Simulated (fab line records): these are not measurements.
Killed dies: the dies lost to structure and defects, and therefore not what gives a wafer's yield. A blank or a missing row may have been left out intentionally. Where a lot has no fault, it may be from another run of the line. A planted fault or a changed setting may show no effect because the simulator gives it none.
Matching of chambers / flow n5-finfet / 4 sister chambers for N5_BEOL_M2_ALD_84 on ald-metal-01
The step deposits TaN, pulse time 2 s, purge time 3 s, co reactant purge time 2 s. 20 wafers are shown with their chamber, then 10 later ones without.

== WAFERS, EACH WITH ITS CHAMBER ==
wafer=L074.2; chamber=1; heater-power-w (W)=435
wafer=L074.3; chamber=3; heater-power-w (W)=382
wafer=L074.5; chamber=2; heater-power-w (W)=468
wafer=L076.1; chamber=3; heater-power-w (W)=396
wafer=L076.4; chamber=1; heater-power-w (W)=436
wafer=L076.6; chamber=1; heater-power-w (W)=443
wafer=L078.1; chamber=1; heater-power-w (W)=438
wafer=L078.2; chamber=2; heater-power-w (W)=460
wafer=L078.4; chamber=0; heater-power-w (W)=426
wafer=L080.2; chamber=2; heater-power-w (W)=475
wafer=L080.3; chamber=0; heater-power-w (W)=425
wafer=L080.4; chamber=3; heater-power-w (W)=392
wafer=L085.1; chamber=2; heater-power-w (W)=472
wafer=L085.4; chamber=3; heater-power-w (W)=388
wafer=L085.5; chamber=2; heater-power-w (W)=478
wafer=L092.1; chamber=1; heater-power-w (W)=435
wafer=L092.2; chamber=2; heater-power-w (W)=479
wafer=L092.5; chamber=1; heater-power-w (W)=427
wafer=L093.4; chamber=3; heater-power-w (W)=385
wafer=L093.5; chamber=3; heater-power-w (W)=393

SIGNATURES, as means of the wafers listed above
reading=heater-power-w; chamber 0=425.50; chamber 1=435.67; chamber 2=472.00; chamber 3=389.33; scatter within a chamber=5.75
Rule: for each reading, subtract the chamber's mean from the wafer's reading, divide by that reading's scatter and square the result; add these up over the readings and take the root, which gives the wafer's distance from the chamber. If the next closest chamber is less than 2 further off than the closest, the wafer can't be placed; otherwise it belongs to the closest. The scatter is the square root of a quotient: the sum, over the shown wafers, of each reading's squared deviation from its chamber's mean, divided by wafers minus chambers.

== WAFERS WITH NO CHAMBER GIVEN ==
wafer=L093.6; heater-power-w (W)=436
wafer=L094.2; heater-power-w (W)=422
wafer=L094.3; heater-power-w (W)=429
wafer=L094.4; heater-power-w (W)=395
wafer=L095.1; heater-power-w (W)=423
wafer=L095.4; heater-power-w (W)=423
wafer=L095.5; heater-power-w (W)=384
wafer=L096.1; heater-power-w (W)=395
wafer=L096.2; heater-power-w (W)=435
wafer=L096.6; heater-power-w (W)=424

== EACH ONE'S CHAMBER ==
wafer=L093.6; from the rows above=can't be placed: 1 or 0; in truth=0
wafer=L094.2; from the rows above=can't be placed: 0 or 1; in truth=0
wafer=L094.3; from the rows above=can't be placed: 0 or 1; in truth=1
wafer=L094.4; from the rows above=3; in truth=3
wafer=L095.1; from the rows above=can't be placed: 0 or 1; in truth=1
wafer=L095.4; from the rows above=can't be placed: 0 or 1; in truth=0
wafer=L095.5; from the rows above=3; in truth=3
wafer=L096.1; from the rows above=3; in truth=3
wafer=L096.2; from the rows above=can't be placed: 1 or 0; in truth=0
wafer=L096.6; from the rows above=can't be placed: 0 or 1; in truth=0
Correct placement for 3 of the 10. Not placeable from these rows: 7 (in 7, the candidates include the true chamber). 0 placed wrongly.
